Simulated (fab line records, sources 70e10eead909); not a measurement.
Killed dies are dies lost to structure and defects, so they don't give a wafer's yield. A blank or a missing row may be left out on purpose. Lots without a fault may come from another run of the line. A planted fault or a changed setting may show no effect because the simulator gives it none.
fab line records | flow nand_harc | part 1 of 2: steps 1 to 4 of 6
record lots=20 wafers=60 last_day=24
route steps=1159 shown A_STAIRCASE@587
lots that met no fault: from a run of the same line without faults
start_h: hours from the record's first day to the start of the lot's first wafer shown | wait_h: hours since the lot's step before | " the same as in the row above | L1.1+2: a row that stands for several wafers | - no value, or no start given | * or withheld: withheld | < > ~ a bound
route shown NAME@n: a module of which the file shows steps, and the number in the route of the first | usual: mean/standard deviation of fault-free wafers | same: alike in all rows | chamber/n: place in a boat | sites: the reading at each site | _std_site: their standard deviation | _edge_site: outer sites' mean less inner sites' | radius_mm: how far each site lies from the wafer's centre | mask NAME#n: copy n | behind: the tool/chamber that last shaped the wafer | hold: why the lot was held/for how many hours/how that ended | device: the transistor (n, p or np) that didn't switch | end of line: the same wafers' tests at the end of the route | a step without rows: its recipe alone | killed: dies lost to structure and defects at the first sort, not the wafer's yield | map: a wafer's dies, x killed, . not, _ none there
set.NAME: the setting as run; set.NAME@STEP: as run at that earlier step | model.NAME: the simulator's own value behind a step, which no gauge read
steps of the route over a sample of lots; a table a step, a row a wafer
services: from which hour (start_h, from the record's first day; less than 0 if before it) a tool's chamber was out of use, for how many hours, and why
## steps
# step NHARC_A_STAIRCASE_TRIM_193
# recipe time_s=211.2 o2_flow_sccm=500 ar_flow_sccm=0 bias_w=0 chemistry=O2
# usual drypump_motor_current_A=5.9/0.39 mfc_ar_sccm=0.009/0.011 oes_product_au=1.001/0.012 rf_vpp_V=58.0/1 showerhead_plenum_p_Torr=3.55/0.15 throttle_valve_pct=17.037/0.0082
# columns lot.wafer tool chamber start_h wait_h drypump_motor_current_A mfc_ar_sccm oes_product_au rf_hours_counter_h rf_vpp_V showerhead_plenum_p_Torr throttle_valve_pct
L074.4 rie_diel-02 0 - - 6.1 0 0.994 31 58.4 3.39 17.041
L074.6 " 1 " " 5.4 0.022 0.988 - 57.7 3.43 17.039
L074.5 " 2 " " 5.2 0.025 0.995 - 58.3 3.49 17.020
L076.3 rie_diel-06 3 - - 6.0 0 1.015 3 58.3 3.69 17.041
L076.6 " 0 " " 6.5 0 0.973 - 57.3 3.48 17.039
L076.5 " 1 " " 6.0 0.012 1.022 - 58.4 3.81 17.039
L075.1 rie_diel-06 1 - - 6.0 0.012 1.015 5 57.8 3.81 17.043
L075.6 " 1 " " 6.0 0.012 1.011 - 58.1 3.81 17.040
L075.5 " 2 " " 5.5 0.013 1.011 - 57.2 3.60 17.024
L079.1 rie_diel-06 3 - - 6.0 0 1.010 8 57.4 3.69 17.023
L079.2 " 1 " " 6.0 0.012 1.006 8 57.0 3.80 17.046
L079.6 " 3 " " 6.0 0 1.017 - 59.6 3.69 17.038
L081.4 rie_diel-06 3 - - 6.0 0 1.013 8 59.9 3.69 17.055
L081.1 " 1 " " 6.1 0.012 1.007 8 58.9 3.80 17.030
L081.2 " 2 " " 5.5 0.013 0.999 8 57.7 3.60 17.036
L080.3 rie_diel-02 1 - - 5.4 0.022 0.991 46 58.9 3.43 17.017
L080.6 " 1 " " 5.4 0.022 0.985 - 56.0 3.43 17.028
L080.5 " 2 " " 5.2 0.025 0.990 - 58.8 3.48 17.032
L084.1 rie_diel-10 3 - - 5.9 0.002 1.007 43 57.7 3.27 17.021
L084.4 " 0 " " 6.2 0.030 0.999 36 58.3 3.71 17.037
L084.2 " 1 " " 5.7 0 1.000 46 58.7 3.78 17.035
L083.4 rie_diel-10 3 - - 5.9 0.002 1.005 44 54.5 3.27 17.036
L083.5 " 3 " " 5.9 0.002 1.002 - 56.5 3.27 17.032
L083.6 " 0 " " 6.2 0.030 0.993 - 59.8 3.71 17.033
L090.4 rie_diel-06 1 - - 6.0 0.012 1.016 27 57.9 3.79 17.041
L090.1 " 2 " " 5.5 0.013 1.015 23 57.5 3.59 17.039
L090.5 " 3 " " 6.0 0 1.031 - 57.1 3.68 17.035
L089.4 rie_diel-06 1 - - 6.0 0.012 1.001 28 59.2 3.79 17.013
L089.5 " 2 " " 5.5 0.013 1.023 - 59.1 3.59 17.042
L089.6 " 3 " " 6.0 0 1.025 - 57.8 3.68 17.054
L087.1 rie_diel-10 3 - - 6.0 0.002 0.994 51 57.9 3.27 17.045
L087.6 " 2 " " 6.4 0 0.991 - 59.0 3.63 17.043
L087.5 " 3 " " 5.9 0.002 0.990 - 57.8 3.27 17.030
L088.3 rie_diel-02 1 - - 5.4 0.022 0.986 66 58.7 3.41 17.041
L088.1 " 2 " " 5.2 0.025 1.000 61 57.0 3.47 17.032
L088.6 " 1 " " 5.4 0.022 1.000 - 56.6 3.41 17.044
L086.3 rie_diel-06 2 - - 5.5 0.013 1.025 27 58.4 3.59 17.042
L086.1 " 0 " " 6.5 0 0.996 31 58.4 3.47 17.051
L086.6 " 2 " " 5.4 0.013 1.026 - 56.5 3.59 17.034
L091.3 rie_diel-06 0 - - 6.5 0 0.997 34 58.9 3.47 17.055
L091.1 " 1 " " 6.0 0.012 1.006 34 58.4 3.79 17.035
L091.4 " 2 " " 5.5 0.013 1.018 30 57.1 3.58 17.042
L092.2 rie_diel-10 3 - - 5.9 0.002 1.006 59 56.6 3.26 17.046
L092.1 " 0 " " 6.2 0.030 1.004 54 58.2 3.70 17.044
L092.5 " 2 " " 6.4 0 0.988 - 57.5 3.62 17.035
L093.3 rie_diel-02 2 - - 5.2 0.025 0.990 4 57.1 3.47 17.031
L093.4 " 3 " " 6.4 0 1.019 4 57.5 3.55 17.045
L093.1 " 0 " " 6.1 0 0.992 4 56.1 3.37 17.029
L094.2 rie_diel-02 0 - - 6.1 0 0.994 10 56.5 3.36 17.038
L094.1 " 1 " " 5.4 0.022 1.002 9 57.7 3.41 17.038
L094.4 " 2 " " 5.2 0.025 1.003 8 58.0 3.47 17.041
L096.2 rie_diel-06 0 - - 6.4 0 1.001 44 57.9 3.46 17.037
L096.1 " 2 " " 5.4 0.013 1.025 40 58.4 3.58 17.040
L096.6 " 3 " " 6.0 0 1.011 - 57.6 3.67 17.032
L095.4 rie_diel-02 0 - - 6.1 0 0.996 13 57.3 3.36 17.029
L095.3 " 2 " " 5.2 0.025 0.994 11 59.3 3.47 17.046
L095.6 " 0 " " 6.1 0 0.993 - 58.2 3.36 17.032
L097.2 rie_diel-02 0 - - 6.1 0 0.996 19 57.5 3.36 17.026
L097.4 " 1 " " 5.4 0.022 1.001 17 57.0 3.40 17.041
L097.1 " 2 " " 5.2 0.025 1.001 16 58.4 3.46 17.046
# step NHARC_A_STAIRCASE_ETCH_201
# recipe target_depth_a=1000 time_s=40.5 ion_energy_ev=400 c4f8_flow_sccm=20 o2_flow_sccm=10 ar_flow_sccm=withheld rf_w=600 bias_w=1000 chemistry=C4F8/O2
# usual oes_product_au=0.942/0.011 rf_vpp_V=896/5.9
# columns lot.wafer tool chamber start_h wait_h oes_product_au rf_hours_counter_h rf_vpp_V
L074.4 rie_diel-02 3 - - 0.936 30 898
L074.6 " 0 " " 0.939 - 889
L074.5 " 1 " " 0.947 - 893
L076.3 rie_diel-10 0 - - 0.960 19 903
L076.6 " 1 " " 0.942 - 903
L076.5 " 3 " " 0.956 - 886
L075.1 rie_diel-02 3 - - 0.937 42 897
L075.6 " 3 " " 0.943 - 897
L075.5 " 0 " " 0.926 - 890
L079.2 rie_diel-02 2 - - 0.960 44 894
L079.1 " 3 " " 0.957 46 897
L079.6 " 1 " " 0.943 - 892
L081.1 rie_diel-06 1 - - 0.954 8 907
L081.4 " 2 " " 0.960 8 899
L081.2 " 3 " " 0.959 8 903
L080.3 rie_diel-10 1 - - 0.945 38 905
L080.6 " 0 " " 0.949 - 903
L080.5 " 1 " " 0.940 - 905
L084.1 rie_diel-10 2 - - 0.922 36 899
L084.2 " 3 " " 0.935 43 887
L084.4 " 0 " " 0.939 36 903
L083.4 rie_diel-02 3 - - 0.932 57 897
L083.5 " 1 " " 0.939 - 891
L083.6 " 2 " " 0.937 - 894
L090.4 rie_diel-02 0 - - 0.924 65 889
L090.1 " 3 " " 0.933 65 897
L090.5 " 1 " " 0.931 - 892
L087.1 rie_diel-06 0 - - 0.924 27 893
L087.6 " 0 " " 0.929 - 894
L087.5 " 1 " " 0.955 - 904
L089.4 rie_diel-10 2 - - 0.948 44 900
L089.5 " 0 " " 0.930 - 901
L089.6 " 1 " " 0.943 - 904
L088.3 rie_diel-06 3 - - 0.940 31 902
L088.1 " 2 " " 0.947 27 898
L088.6 " 3 " " 0.939 - 901
L086.3 rie_diel-06 3 - - 0.952 32 902
L086.1 " 2 " " 0.960 28 898
L086.6 " 0 " " 0.923 - 893
L091.1 rie_diel-06 1 - - 0.959 35 905
L091.3 " 3 " " 0.957 35 902
L091.4 " 0 " " 0.945 35 895
L092.1 rie_diel-10 3 - - 0.955 61 886
L092.2 " 2 " " 0.928 54 900
L092.5 " 0 " " 0.954 - 902
L093.4 rie_diel-02 0 - - 0.952 4 890
L093.1 " 1 " " 0.944 4 892
L093.3 " 2 " " 0.940 4 893
L094.4 rie_diel-10 2 - - 0.939 0 901
L094.2 " 3 " " 0.959 0 905
L094.1 " 1 " " 0.958 0 903
L096.2 rie_diel-02 3 - - 0.930 10 897
L096.1 " 1 " " 0.933 10 890
L096.6 " 2 " " 0.939 - 895
L095.3 rie_diel-02 1 - - 0.935 13 892
L095.4 " 3 " " 0.950 13 896
L095.6 " 2 " " 0.939 - 893
L097.4 rie_diel-02 1 - - 0.939 18 890
L097.2 " 3 " " 0.940 18 897
L097.1 " 0 " " 0.941 20 890
# step NHARC_A_STAIRCASE_TRIM_202
# recipe time_s=211.2 o2_flow_sccm=500 ar_flow_sccm=0 bias_w=0 chemistry=O2
# usual drypump_motor_current_A=5.9/0.41 mfc_ar_sccm=0.010/0.012 oes_product_au=1.000/0.0092 rf_vpp_V=57.8/0.92 showerhead_plenum_p_Torr=3.54/0.16 throttle_valve_pct=17.037/0.01
# columns lot.wafer tool chamber start_h wait_h drypump_motor_current_A mfc_ar_sccm oes_product_au rf_hours_counter_h rf_vpp_V showerhead_plenum_p_Torr throttle_valve_pct
L074.4 rie_diel-02 2 - - 5.2 0.025 0.997 28 57.7 3.49 17.019
L074.5 " 2 " " 5.2 0.025 0.993 - 55.8 3.49 17.018
L074.6 " 3 " " 6.4 0 0.996 - 57.5 3.57 17.044
L076.3 rie_diel-10 0 - - 6.2 0.030 1.004 19 58.7 3.72 17.042
L076.5 " 3 " " 5.9 0.002 1.005 - 56.9 3.28 17.028
L076.6 " 0 " " 6.2 0.030 1.009 - 58.3 3.72 17.022
L075.1 rie_diel-02 0 - - 6.1 0 0.988 43 58.0 3.38 17.024
L075.5 " 3 " " 6.4 0 1.002 - 58.0 3.56 17.035
L075.6 " 0 " " 6.1 0 0.980 - 57.7 3.38 17.022
L079.1 rie_diel-02 3 - - 6.3 0 1.003 46 58.9 3.56 17.033
L079.2 " 1 " " 5.4 0.022 0.988 44 57.7 3.43 17.036
L079.6 " 3 " " 6.3 0 0.997 - 57.5 3.56 17.059
L081.1 rie_diel-06 0 - - 6.5 0 0.979 9 57.2 3.48 17.032
L081.2 " 1 " " 6.0 0.012 1.005 8 59.4 3.80 17.053
L081.4 " 2 " " 5.5 0.013 1.002 8 57.1 3.60 17.030
L080.3 rie_diel-10 0 - - 6.2 0.030 1.005 29 58.6 3.71 17.031
L080.5 " 3 " " 6.0 0.002 1.006 - 56.3 3.27 17.017
L080.6 " 0 " " 6.2 0.030 0.998 - 59.0 3.71 17.010
L084.1 rie_diel-10 0 - - 6.2 0.030 1.009 36 59.4 3.71 17.037
L084.2 " 1 " " 5.7 0 1.007 46 57.5 3.78 17.046
L084.4 " 2 " " 6.4 0 1.000 36 60.1 3.63 17.035
L083.4 rie_diel-02 2 - - 5.2 0.025 1.003 50 57.6 3.48 17.046
L083.5 " 1 " " 5.4 0.022 1.000 - 57.2 3.42 17.041
L083.6 " 2 " " 5.2 0.025 0.995 - 57.3 3.48 17.030
L090.1 rie_diel-02 2 - - 5.2 0.025 1.002 60 57.1 3.47 17.041
L090.4 " 3 " " 6.4 0 0.987 65 57.5 3.55 17.027
L090.5 " 2 " " 5.2 0.025 1.004 - 58.8 3.47 17.034
L087.1 rie_diel-06 3 - - 6.0 0 1.020 27 58.0 3.68 17.030
L087.6 " 0 " " 6.5 0 0.987 - 56.5 3.47 17.024
L087.5 " 1 " " 6.0 0.012 1.011 - 58.8 3.79 17.039
L089.4 rie_diel-10 1 - - 5.7 0 0.990 55 57.1 3.78 17.042
L089.5 " 2 " " 6.4 0 1.001 - 57.2 3.63 17.038
L089.6 " 3 " " 5.9 0.002 0.993 - 57.2 3.27 17.038
L088.1 rie_diel-06 2 - - 5.5 0.013 1.016 27 58.1 3.59 17.045
L088.3 " 3 " " 6.0 0 1.019 31 59.3 3.67 17.029
L088.6 " 3 " " 6.0 0 1.023 - 58.4 3.67 17.031
L086.1 rie_diel-06 0 - - 6.5 0 0.988 32 58.4 3.47 17.032
L086.3 " 2 " " 5.5 0.013 1.013 28 58.3 3.59 17.024
L086.6 " 0 " " 6.5 0 0.981 - 56.9 3.47 17.041
L091.3 rie_diel-06 1 - - 6.0 0.012 1.007 35 57.5 3.79 17.045
L091.4 " 2 " " 5.5 0.013 1.012 31 58.4 3.58 17.042
L091.1 " 3 " " 6.0 0 1.017 35 58.2 3.67 17.023
L092.2 rie_diel-10 2 - - 6.4 0 0.985 54 58.2 3.62 17.051
L092.1 " 1 " " 5.7 0 0.995 66 58.0 3.77 17.036
L092.5 " 3 " " 5.9 0.002 0.998 - 57.4 3.26 17.040
L093.4 rie_diel-02 2 - - 5.2 0.025 0.990 4 58.2 3.47 17.061
L093.3 " 0 " " 6.0 0 0.989 4 58.0 3.37 17.032
L093.1 " 1 " " 5.4 0.022 1.001 4 57.0 3.41 17.052
L094.4 rie_diel-10 3 - - 5.9 0.002 0.995 0 57.9 3.81 17.034
L094.2 " 0 " " 6.2 0.030 1.003 0 59.8 3.69 17.052
L094.1 " 2 " " 6.4 0 0.991 0 58.2 3.62 17.033
L096.1 rie_diel-02 2 - - 5.2 0.025 1.003 10 58.0 3.47 17.039
L096.2 " 3 " " 6.3 0 1.001 10 58.7 3.54 17.030
L096.6 " 3 " " 6.3 0 1.002 - 56.7 3.54 17.029
L095.4 rie_diel-02 3 - - 6.4 0 0.999 13 57.1 3.54 17.048
L095.3 " 0 " " 6.1 0 0.989 14 57.6 3.36 17.038
L095.6 " 2 " " 5.3 0.025 1.001 - 57.4 3.46 17.048
L097.1 rie_diel-02 0 - - 6.1 0 1.007 20 56.9 3.36 17.037
L097.4 " 1 " " 5.4 0.022 0.995 18 57.2 3.40 17.025
L097.2 " 2 " " 5.2 0.025 0.995 16 57.5 3.46 17.015
# step NHARC_A_STAIRCASE_ETCH_292
# recipe cf4_flow_sccm=100 chf3_flow_sccm=30 ar_flow_sccm=0 rf_w=500 bias_w=200 chemistry=CF4/CHF3
# usual drypump_motor_current_A=6.0/0.37 mfc_ar_sccm=0.008/0.011 oes_product_au=0.948/0.022 rf_vpp_V=371.3/2.6 showerhead_plenum_p_Torr=1.60/0.073 throttle_valve_pct=16.802/0.0095
# columns lot.wafer tool chamber start_h wait_h drypump_motor_current_A mfc_ar_sccm oes_product_au rf_hours_counter_h rf_vpp_V showerhead_plenum_p_Torr throttle_valve_pct
L074.4 rie_diel-06 1 252.40 0.3 6.0 0.012 0.946 1 374.2 1.70 16.796
L074.5 " 2 " " 5.4 0.013 0.957 - 372.2 1.61 16.803
L074.6 " 3 " " 6.0 0 0.961 - 372.8 1.65 16.814
L076.3 rie_diel-10 1 270.34 0.4 5.7 0 0.939 35 374.1 1.69 16.817
L076.5 " 0 " " 6.2 0.030 0.936 - 374.2 1.66 16.807
L076.6 " 1 " " 5.7 0 0.929 - 375.4 1.69 16.800
L075.1 rie_diel-10 3 274.73 0.1 5.9 0.002 0.953 34 366.7 1.46 16.801
L075.5 " 0 " " 6.2 0.030 0.951 - 373.0 1.66 16.807
L075.6 " 1 " " 5.7 0 0.945 - 374.7 1.69 16.793
L079.2 rie_diel-06 1 280.71 0.1 6.0 0.012 0.935 11 373.2 1.70 16.810
L079.1 " 2 " " 5.5 0.013 0.926 10 371.4 1.60 16.797
L079.6 " 0 " " 6.4 0 0.912 - 368.8 1.55 16.793
L081.2 rie_diel-10 2 282.37 0.1 6.4 0 0.976 28 371.4 1.62 16.792
L081.1 " 3 " " 5.9 0.002 0.972 35 366.7 1.46 16.799
L081.4 " 1 " " 5.7 0 0.950 39 374.0 1.69 16.792
L080.3 rie_diel-10 2 288.05 0.4 6.3 0 0.914 31 371.9 1.62 16.774
L080.5 " 0 " " 6.2 0.030 0.924 - 372.6 1.66 16.819
L080.6 " 1 " " 5.6 0 0.916 - 374.3 1.69 16.797
L084.4 rie_diel-10 1 312.26 0.1 5.7 0 0.935 48 372.9 1.69 16.797
L084.2 " 2 " " 6.4 0 0.922 38 373.0 1.62 16.816
L084.1 " 3 " " 5.9 0.002 0.941 46 365.5 1.46 16.797
L083.4 rie_diel-06 3 316.12 0.1 6.0 0 0.992 22 373.4 1.64 16.795
L083.6 " 0 " " 6.5 0 0.954 - 368.7 1.55 16.802
L083.5 " 1 " " 6.0 0.012 0.987 - 374.1 1.69 16.803
L090.1 rie_diel-10 1 336.38 0.1 5.7 0 0.917 61 373.6 1.68 16.804
L090.4 " 3 " " 6.0 0.002 0.921 57 365.3 1.45 16.786
L090.5 " 1 " " 5.7 0 0.920 - 374.2 1.68 16.801
L087.1 rie_diel-06 1 337.50 0.1 6.0 0.012 0.947 35 374.8 1.69 16.788
L087.5 " 3 " " 6.0 0 0.982 - 372.3 1.64 16.798
L087.6 " 0 " " 6.5 0 0.937 - 368.7 1.55 16.807
L089.4 rie_diel-10 0 338.19 0.1 6.2 0.030 0.953 51 372.0 1.65 16.813
L089.5 " 2 " " 6.3 0 0.958 - 371.0 1.62 16.810
L089.6 " 3 " " 6.0 0.002 0.979 - 366.0 1.45 16.811
L088.3 rie_diel-10 0 340.35 0.1 6.2 0.030 0.928 52 374.2 1.65 16.788
L088.1 " 1 " " 5.7 0 0.931 63 373.8 1.68 16.819
L088.6 " 2 " " 6.4 0 0.917 - 371.3 1.62 16.797
L086.1 rie_diel-02 1 341.20 0.1 5.4 0.022 0.992 1 367.5 1.52 16.794
L086.3 " 2 " " 5.2 0.025 0.978 1 368.8 1.55 16.776
L086.6 " 2 " " 5.2 0.025 0.971 - 369.7 1.55 16.809
L091.4 rie_diel-10 2 348.52 0.1 6.3 0 0.917 55 373.3 1.62 16.805
L091.1 " 3 " " 5.9 0.002 0.925 63 367.4 1.45 16.797
L091.3 " 1 " " 5.6 0 0.925 66 374.1 1.68 16.808
L092.1 rie_diel-06 1 356.53 0.1 6.0 0.012 0.977 40 374.3 1.69 16.807
L092.2 " 3 " " 6.0 0 0.975 39 373.3 1.64 16.807
L092.5 " 1 " " 6.1 0.012 0.984 - 373.1 1.69 16.794
L093.3 rie_diel-06 0 365.00 0.1 6.4 0 0.950 44 368.9 1.54 16.812
L093.1 " 1 " " 6.0 0.012 0.994 45 375.2 1.69 16.813
L093.4 " 2 " " 5.4 0.013 0.994 40 372.5 1.60 16.811
L094.1 rie_diel-10 0 376.07 0.1 6.2 0.030 0.960 4 373.0 1.65 16.804
L094.2 " 1 " " 5.7 0 0.985 4 374.2 1.68 16.797
L094.4 " 1 " " 5.7 0 0.965 - 374.6 1.68 16.805
L096.2 rie_diel-06 3 376.69 0.1 6.0 0 0.929 47 372.4 1.64 16.784
L096.1 " 1 " " 6.0 0.012 0.934 49 373.1 1.69 16.796
L096.6 " 3 " " 6.0 0 0.924 - 372.0 1.64 16.795
L095.3 rie_diel-10 2 379.69 0.1 6.4 0 0.947 5 372.5 1.61 16.806
L095.6 " 1 " " 5.7 0 0.970 - 372.8 1.68 16.804
L095.4 " 2 " " 6.3 0 0.946 - 374.0 1.61 16.790
L097.4 rie_diel-02 2 397.72 0.1 5.2 0.025 0.948 20 368.9 1.54 16.807
L097.1 " 3 " " 6.3 0 0.961 23 371.7 1.58 16.801
L097.2 " 0 " " 6.0 0 0.966 25 367.7 1.50 16.805
